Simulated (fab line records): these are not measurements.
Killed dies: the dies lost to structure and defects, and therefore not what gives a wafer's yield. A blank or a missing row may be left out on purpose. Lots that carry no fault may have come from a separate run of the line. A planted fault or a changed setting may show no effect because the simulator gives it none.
Split-lot study / flow n5 finfet / on a route of 1938 steps: 7 lots, 21 wafers read

== THE SPLIT ==
At N5_PASSIVATION_PECVD_53 (deposits SiO2 from TEOS/O2, target thk 800 nm, time 169.4 s), the setting temp c was moved away from the recipe's 400 C on 7 of the 21 wafers read, by -4.2% to +3.8%. The other wafers ran this setting at the recipe's value.

The split's own step is where the reading is taken.

== THE READING ==
SiO2_of_PASSIVATION_PECVD_53.thk nm (the simulator's own value, which no gauge read), in nm, at N5_PASSIVATION_PECVD_53 (deposits SiO2 from TEOS/O2, target thk 800 nm, time 169.4 s). There is no usual value for it anywhere in the file. Here, 14 wafers ran the recipe; their average is 795.2 nm with a standard deviation of 12 nm.

wafer=L076.3; tool, chamber at the split=pecvd-02, 2; temp c as run, C=400; against the recipe=recipe; SiO2_of_PASSIVATION_PECVD_53.thk nm, nm=797.4; against lot-mates on the recipe=-
wafer=L076.4; tool, chamber at the split=pecvd-02, 1; temp c as run, C=400; against the recipe=recipe; SiO2_of_PASSIVATION_PECVD_53.thk nm, nm=807.2; against lot-mates on the recipe=-
wafer=L076.5; tool, chamber at the split=pecvd-02, 2; temp c as run, C=400; against the recipe=recipe; SiO2_of_PASSIVATION_PECVD_53.thk nm, nm=811.8; against lot-mates on the recipe=-
wafer=L077.1; tool, chamber at the split=pecvd-03, 2; temp c as run, C=400; against the recipe=recipe; SiO2_of_PASSIVATION_PECVD_53.thk nm, nm=779; against lot-mates on the recipe=-
wafer=L077.3; tool, chamber at the split=pecvd-03, 0; temp c as run, C=400; against the recipe=recipe; SiO2_of_PASSIVATION_PECVD_53.thk nm, nm=786; against lot-mates on the recipe=-
wafer=L077.4; tool, chamber at the split=pecvd-03, 1; temp c as run, C=400; against the recipe=recipe; SiO2_of_PASSIVATION_PECVD_53.thk nm, nm=797.4; against lot-mates on the recipe=-
wafer=L078.1; tool, chamber at the split=pecvd-02, 0; temp c as run, C=400; against the recipe=recipe; SiO2_of_PASSIVATION_PECVD_53.thk nm, nm=786.6; against lot-mates on the recipe=-
wafer=L078.4; tool, chamber at the split=pecvd-02, 0; temp c as run, C=409.4; against the recipe=+2.3%; SiO2_of_PASSIVATION_PECVD_53.thk nm, nm=730.4; against lot-mates on the recipe=-56.2
wafer=L078.6; tool, chamber at the split=pecvd-02, 2; temp c as run, C=409.4; against the recipe=+2.3%; SiO2_of_PASSIVATION_PECVD_53.thk nm, nm=743; against lot-mates on the recipe=-43.6
wafer=L079.1; tool, chamber at the split=pecvd-02, 2; temp c as run, C=400; against the recipe=recipe; SiO2_of_PASSIVATION_PECVD_53.thk nm, nm=806.2; against lot-mates on the recipe=-
wafer=L079.2; tool, chamber at the split=pecvd-02, 1; temp c as run, C=400; against the recipe=recipe; SiO2_of_PASSIVATION_PECVD_53.thk nm, nm=797.4; against lot-mates on the recipe=-
wafer=L079.3; tool, chamber at the split=pecvd-02, 2; temp c as run, C=400; against the recipe=recipe; SiO2_of_PASSIVATION_PECVD_53.thk nm, nm=811.4; against lot-mates on the recipe=-
wafer=L085.1; tool, chamber at the split=pecvd-02, 2; temp c as run, C=383.1; against the recipe=-4.2%; SiO2_of_PASSIVATION_PECVD_53.thk nm, nm=888; against lot-mates on the recipe=+80.4
wafer=L085.3; tool, chamber at the split=pecvd-02, 0; temp c as run, C=383.1; against the recipe=-4.2%; SiO2_of_PASSIVATION_PECVD_53.thk nm, nm=886.8; against lot-mates on the recipe=+79.2
wafer=L085.4; tool, chamber at the split=pecvd-02, 0; temp c as run, C=400; against the recipe=recipe; SiO2_of_PASSIVATION_PECVD_53.thk nm, nm=807.6; against lot-mates on the recipe=-
wafer=L083.3; tool, chamber at the split=pecvd-03, 0; temp c as run, C=391.8; against the recipe=-2.0%; SiO2_of_PASSIVATION_PECVD_53.thk nm, nm=816; against lot-mates on the recipe=+38.8
wafer=L083.5; tool, chamber at the split=pecvd-03, 0; temp c as run, C=391.8; against the recipe=-2.0%; SiO2_of_PASSIVATION_PECVD_53.thk nm, nm=835.2; against lot-mates on the recipe=+58.0
wafer=L083.6; tool, chamber at the split=pecvd-03, 2; temp c as run, C=400; against the recipe=recipe; SiO2_of_PASSIVATION_PECVD_53.thk nm, nm=777.2; against lot-mates on the recipe=-
wafer=L092.2; tool, chamber at the split=pecvd-03, 1; temp c as run, C=400; against the recipe=recipe; SiO2_of_PASSIVATION_PECVD_53.thk nm, nm=777.2; against lot-mates on the recipe=-
wafer=L092.4; tool, chamber at the split=pecvd-03, 0; temp c as run, C=400; against the recipe=recipe; SiO2_of_PASSIVATION_PECVD_53.thk nm, nm=790.2; against lot-mates on the recipe=-
wafer=L092.5; tool, chamber at the split=pecvd-03, 1; temp c as run, C=415.3; against the recipe=+3.8%; SiO2_of_PASSIVATION_PECVD_53.thk nm, nm=695.8; against lot-mates on the recipe=-87.9

THE FIT
A straight line over all 21 wafers: SiO2_of_PASSIVATION_PECVD_53.thk nm changes by -22.5 nm for each +1% of temp c; r = -0.96; the points scatter about the line by 12 nm.
The same after taking each lot's own level away (the mean of its wafers on the recipe; 21 wafers): -20.7 nm for each +1%; r = -0.98; scatter 7.2 nm.
The reading moves by 88 nm for the largest change in temp c, on that fit.
From 777.20 to 807.60 nm: that is the span of the lots' own levels, equal to 2.5 times the standard deviation above.
Hence the lot-to-lot level has little effect on the slope; both slopes agree.
Check: with one of the wafers moved furthest among these (-4.2%) left out of the fit, the line predicts +89.4 nm for it against its lot-mates. Against them it came out at +80.4 nm.

== FURTHER SPLITS ON THESE WAFERS ==
Other splits were also applied to these wafers ahead of the reading. Each is held against what the fit with the lots' levels taken away leaves over:
other split on the same wafers=N5_BEOL_M14_SPUTTER_43 power w; wafers away from the commonest value=8; r with SiO2_of_PASSIVATION_PECVD_53.thk nm (lot level and that fit taken away)=-0.42
other split on the same wafers=N5_BEOL_M15_COAT_56 spin rpm; wafers away from the commonest value=5; r with SiO2_of_PASSIVATION_PECVD_53.thk nm (lot level and that fit taken away)=-0.15
other split on the same wafers=N5_PASSIVATION_EXPOSE_07 dose mj; wafers away from the commonest value=6; r with SiO2_of_PASSIVATION_PECVD_53.thk nm (lot level and that fit taken away)=+0.15

== THE FILE'S OWN FIT ==
SiO2_of_PASSIVATION_PECVD_53.thk nm changes by -21.1 nm for each +1% of temp c, r = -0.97.
